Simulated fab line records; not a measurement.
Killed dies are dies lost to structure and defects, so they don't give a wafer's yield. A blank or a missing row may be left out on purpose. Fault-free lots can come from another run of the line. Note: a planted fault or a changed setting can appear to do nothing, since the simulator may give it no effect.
2 desks looking at one fault | flow n5_finfet | only its own numbers are on each desk; what lay behind them is given at the end

DESK OF THE TOOL OWNER: rie_diel-06
The tool's own readings at N5_BEOL_M1_ETCH_41 (etches SiCN in CH3F/O2, target depth 31.9 nm, time 57.8 s): means of the sampled wafers that have a number, for each lot that ran on this tool. The brackets show how far a lot's mean lies from the usual mean; more than 4 standard deviations puts the lot out of limits, marked OUT.
Columns: A = drypump_motor_current_A at N5_BEOL_M1_ETCH_41, usual 5.5 A; B = oes_product_au at N5_BEOL_M1_ETCH_41, usual 0.76 a.u.; C = rf_vpp_V at N5_BEOL_M1_ETCH_41, usual 297.6 V; D = showerhead_plenum_p_Torr at N5_BEOL_M1_ETCH_41, usual 2.01 Torr; E = throttle_valve_pct at N5_BEOL_M1_ETCH_41, usual 16.46 %
lot  | first seen here | A   | B    | C     | D    | E
L977 | day 6 21:01     | 6.0 | 0.71 | 299.6 | 2.06 | 16.55
L985 | day 9 04:40     | 5.2 | 0.81 | 297.8 | 2.05 | 16.24
L987 | day 10 02:53    | 5.6 | 0.72 | 298.4 | 2.08 | 16.44
L990 | day 10 14:59    | 5.2 | 0.70 | 296.3 | 1.97 | 16.89
L993 | day 10 22:55    | 5.0 | 0.97 | 296.7 | 2.02 | 16.20
L994 | day 11 01:53    | 5.5 | 0.89 | 298.3 | 2.04 | 16.41
Finding of this desk: none of the 6 lots has anything out of limits.

AT THE METROLOGY DESK
Means of the sampled wafers that have a number, per lot and without regard to the tool the lot ran on: this is what the gauges read. The brackets show how far a lot's mean lies from the usual mean; more than 4 standard deviations puts the lot out of limits, marked OUT. 7 of its 11 readings are shown, namely those furthest out on some lot.
Columns: A = cd_nm at N5_BEOL_M1_CD_MEAS_18, usual 18.0 nm; B = IOFF_P at N5_BEOL_M4_RC_MEAS_101, usual 0.21 nA/um; C = ION_N at N5_BEOL_M4_RC_MEAS_101, usual 675 uA/um; D = ION_P at N5_BEOL_M4_RC_MEAS_101, usual 462 uA/um; E = SS_N at N5_BEOL_M4_RC_MEAS_101, usual 71.5 mV/dec; F = VT_N at N5_BEOL_M4_RC_MEAS_101, usual 250 mV; G = VT_P at N5_BEOL_M4_RC_MEAS_101, usual -251 mV
lot  | first seen here | A    | B    | C   | D   | E    | F   | G
L976 | day 6 10:50     | 17.8 | 0.22 | 692 | 469 | 71.3 | 243 | -246
L977 | day 6 19:50     | 18.0 | 0.23 | 684 | 471 | 70.9 | 246 | -248
L980 | day 7 09:26     | 18.1 | 0.26 | 693 | 477 | 71.4 | 247 | -248
L981 | day 7 15:19     | 17.7 | 0.18 | 677 | 466 | 70.0 | 253 | -250
L983 | day 8 06:00     | 18.0 | 0.23 | 690 | 477 | 70.5 | 246 | -247
L985 | day 9 00:50     | 17.6 | 0.21 | 666 | 458 | 71.4 | 249 | -251
L988 | day 9 16:37     | 17.6 | 0.23 | 672 | 456 | 71.8 | 247 | -248
L987 | day 10 01:43    | 18.2 | 0.18 | 676 | 460 | 71.5 | 251 | -254
L990 | day 10 13:52    | 17.9 | 0.23 | 688 | 471 | 72.0 | 248 | -249
L991 | day 10 14:40    | 17.8 | 0.23 | 670 | 456 | 72.2 | 248 | -250
L993 | day 10 21:40    | 17.5 | 0.27 | 689 | 473 | 71.4 | 246 | -248
L994 | day 11 00:00    | 18.4 | 0.23 | 674 | 456 | 71.7 | 246 | -250
Finding of this desk: none of the 12 lots has anything out of limits.

BROUGHT TOGETHER
The tool owner's desk saw nothing out of limits.
Nothing out of limits was seen by the metrology desk.

WHAT THE SIMULATOR HAD PUT IN
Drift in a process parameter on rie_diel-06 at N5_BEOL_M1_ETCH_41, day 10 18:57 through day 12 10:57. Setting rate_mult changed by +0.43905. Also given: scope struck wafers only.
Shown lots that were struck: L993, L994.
